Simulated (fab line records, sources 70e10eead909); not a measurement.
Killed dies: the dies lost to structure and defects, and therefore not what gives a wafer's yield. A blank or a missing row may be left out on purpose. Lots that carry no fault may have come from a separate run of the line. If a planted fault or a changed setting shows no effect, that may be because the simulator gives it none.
8D (eight disciplines) problem report, filled in by code	flow nand-harc	the parts of the form that need people (team, actions taken, sign-off) are left out

1. THE PROBLEM
Wafers with no fault read 169.5 nm with a standard deviation of 1.3, whereas thk-nm at NHARC_A_BONDPAD_THK_MEAS_20 reads a mean of 122.8 nm on 1 wafer of 1 lot. That puts it -36 standard deviations away from the usual mean.
The step: measures by xrf.
Seen first at day 21 20:20 on film-metro-02, wafer L329.6. The record has a number at this step for 33 wafers belonging to 11 lots. Rule for "out", or "out of limits": more than 4 standard deviations from the usual mean. The other wafers with a number count as sound.

2. WHAT IT IS, WHAT IT ISN'T
question	is	is not
which readings at this step	thk-nm	-
which lots	L329	L317, L320, L321, L322, L325, L326, L327, L328, L339, L340
which wafers of those lots	L329.6	L329.3, L329.5
read on which gauges	film-metro-02	film-metro-01
when	from day 21 20:20	up to then (26 sound wafers); but 6 sound wafers of L339, L340 came after

3. SUSPECTS, AND WHAT RULES EACH OUT
Counting: any tool at a process step up to the reading remains a suspect provided it ran every lot that is out. Sound lots after the first of them don't rule it out here, since some wafers of a struck lot are sound.
- the gauge at NHARC_A_BONDPAD_THK_MEAS_20 has been ruled out. All the wafers that are out were read on film-metro-02, but those of them that NHARC_END_SORT_01 has rows for are out there too, on other tools.
- rie-diel-09 at NHARC_A_BONDPAD_ETCH_34 (etches the open film in N2/H2, target depth 60 nm, overetch 18 nm, time 65.91 s): kept. It processed L329, the lot that is out, at day 21 18:04, and its most recent sound lot before then was L328 at day 20 17:46.
- rie-diel-09 at NHARC_A_BONDPAD_STRIP_15 (strips in O2): kept. It processed L329, the lot that is out, at day 21 18:24, and its most recent sound lot before then was L328 at day 20 18:04.
- ecd-cu-01 at NHARC_A_BONDPAD_ECD_18 (material Cu, target thk 400 nm): kept. It processed L329, the lot that is out, at day 21 19:26, and its most recent sound lot before then was L327 at day 20 13:58.
rie-diel-09 at NHARC_A_BONDPAD_ETCH_34, rie-diel-09 at NHARC_A_BONDPAD_STRIP_15 and ecd-cu-01 at NHARC_A_BONDPAD_ECD_18 are what is left after counting.

4. THE CAUSE (what the simulator had put in)
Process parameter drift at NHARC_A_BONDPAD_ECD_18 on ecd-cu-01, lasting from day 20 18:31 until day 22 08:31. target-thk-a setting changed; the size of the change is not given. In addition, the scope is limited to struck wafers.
Counting left 3 suspects, and this tool is among them.

5. THE CHAIN OF EFFECTS, in route order
Each row: a reading where the mean over the struck wafers with a number is more than 3 standard deviations away from the usual. Only readings whose record carries a usual standard deviation are examined. hours: median over the lots of the time between each lot's start at the first step of this table that gives one and its start at this step. sigmas: the change, counted in usual standard deviations.
hours	step	reading	usual	on struck wafers	change	sigmas
0	NHARC_A_BONDPAD_THK_MEAS_20	thk-nm	169.5 nm	122.8	-46.7	-36
34	NHARC_END_SORT_01	defect-limited-yield	95.0 %	0.0	-95.0	-56
34	NHARC_END_SORT_01	killed-at-array	29	676	+647	+54
34	NHARC_END_SORT_01	killed-dies	34	677	+643	+54
34	NHARC_END_SORT_01	sort_bin_2_pct	1.6 %	98.7	+97.1	+99 or more
34	NHARC_END_SORT_01	sort-n-pass	643	0	-643	-54
34	NHARC_END_SORT_01	sort-rim-yield-pct	96.4 %	0.0	-96.4	-37
34	NHARC_END_SORT_01	sort-yield-pct	95.0 %	0.0	-95.0	-56

6. WHAT WOULD HAVE CAUGHT IT SOONER
In this record the first reading out of limits at a measuring or inspecting step was taken at day 21 20:20, 26 hours after the fault began at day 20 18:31.
Lots out: 1; all had begun NHARC_A_BONDPAD_ECD_18 on ecd-cu-01 by day 21 20:20. Tool hold at that time: it would have spared none of them.
